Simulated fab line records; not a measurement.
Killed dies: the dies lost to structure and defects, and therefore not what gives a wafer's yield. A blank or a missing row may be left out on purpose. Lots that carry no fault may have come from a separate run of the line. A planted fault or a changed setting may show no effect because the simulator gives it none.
Struck lot and sound lot, side by side    flow nand harc    14 steps out of a route of 1159
Sound: these wafers, L426.2, L426.4, L426.6. Wafers L435.2, L435.4, L435.6 were the ones struck. The cause is given at the end.
For every step that has rows: the tool of each side, followed by ch and its chambers, followed by its first start. Under that, the readings that differ: sound wafers    struck wafers    difference of the means    sigmas: that difference in standard deviations of wafers without a fault.
alike: a reading whose means differ by less than 2 such deviations, as well as words and numbers matching on both sides. not compared: withheld readings; readings where some wafer has no value; bounds like >300 that might hide an equal value; numbers whose values overlap and for which the record gives no deviation.
The two part at a step that has a row with sigmas, a row that says differs or no value, or rows on one side only. Numbers that have no deviation but don't overlap get no sigmas and don't part them. A reading missing from all wafers of one side parts the sides only when that side holds two or more wafers.

NHARC_A_ZERO_WELL_INSPECT_17:
  struck on defect inspect-01, day 9 19:05; sound on defect inspect-02, day 7 16:55
  alike: raw defect count
then, 3 steps without rows for these wafers: NHARC_A_SOURCE_PLATE_PRECLEAN_00 (cleans in HF-LAST, time 60 s); NHARC_A_SOURCE_PLATE_SRD_01; NHARC_A_SOURCE_PLATE_OXIDE_02 (material SiO2, target thk 10 nm, ox time 1362 s).
NHARC_A_SOURCE_PLATE_THK_MEAS_09: measures by ellipsometry.
  struck on film metro-01, day 10 02:16; sound on film metro-02, day 7 23:46
  alike: thk nm
then, 3 steps without rows for these wafers: NHARC_A_SOURCE_PLATE_PVD_04 (deposits WSi2, target thk 50 nm); NHARC_A_SOURCE_PLATE_CVD_03 (deposits poly-Si, target thk 200 nm, time 4000 s); NHARC_A_SOURCE_PLATE_ANNEAL_05 (time 1800 s).
NHARC_A_SOURCE_PLATE_THK_MEAS_06: measures by ellipsometry.
  struck on film metro-02, day 10 15:22; sound on film metro-02, day 8 12:36
  alike: thk nm
NHARC_A_SOURCE_PLATE_INSPECT_08:
  struck on defect inspect-02, day 10 15:25; sound on defect inspect-02, day 8 12:41
  alike: raw defect count
NHARC_A_ONON_D1_DEP_00: target thk 1000 nm.
  sound on pecvd onon-01 ch 0, day 8 12:49; struck on pecvd onon-04 ch 0, day 10 15:33
  alike: n2 flow sccm
NHARC_A_ONON_D1_THK_MEAS_02: measures by ellipsometry.
  struck on film metro-01, day 10 16:00; sound on film metro-02, day 8 13:16
reading      sound           struck          difference  sigmas
thk nm (nm)  1003 1001 1000  1586 1586 1586  +585        +60
then, 1 step without rows for these wafers: NHARC_A_ONON_D1_DEP_03 (target thk 1000 nm).
-- break in the record here, with 14 days between the starts of the struck wafers on either side (left off in module A_ONON_D1, picked up again in module END, where the first step shown is number 1159 on the route) --
NHARC_END_SORT_01:
  sound on prober-01 ch 0, day 23 20:41; struck on prober-01 ch 0, day 25 03:55
reading          sound     struck       difference  sigmas
killed at array  20 17 22  675 675 675  +655        +55
killed dies      23 20 28  677 677 677  +653        +54
  alike: killed at other, killed at periphery, killed open, killed short

== WHERE THEY PART ==
First at NHARC_A_ONON_D1_THK_MEAS_02; last, within this record, at NHARC_END_SORT_01.

WHY: what had been put in by the simulator
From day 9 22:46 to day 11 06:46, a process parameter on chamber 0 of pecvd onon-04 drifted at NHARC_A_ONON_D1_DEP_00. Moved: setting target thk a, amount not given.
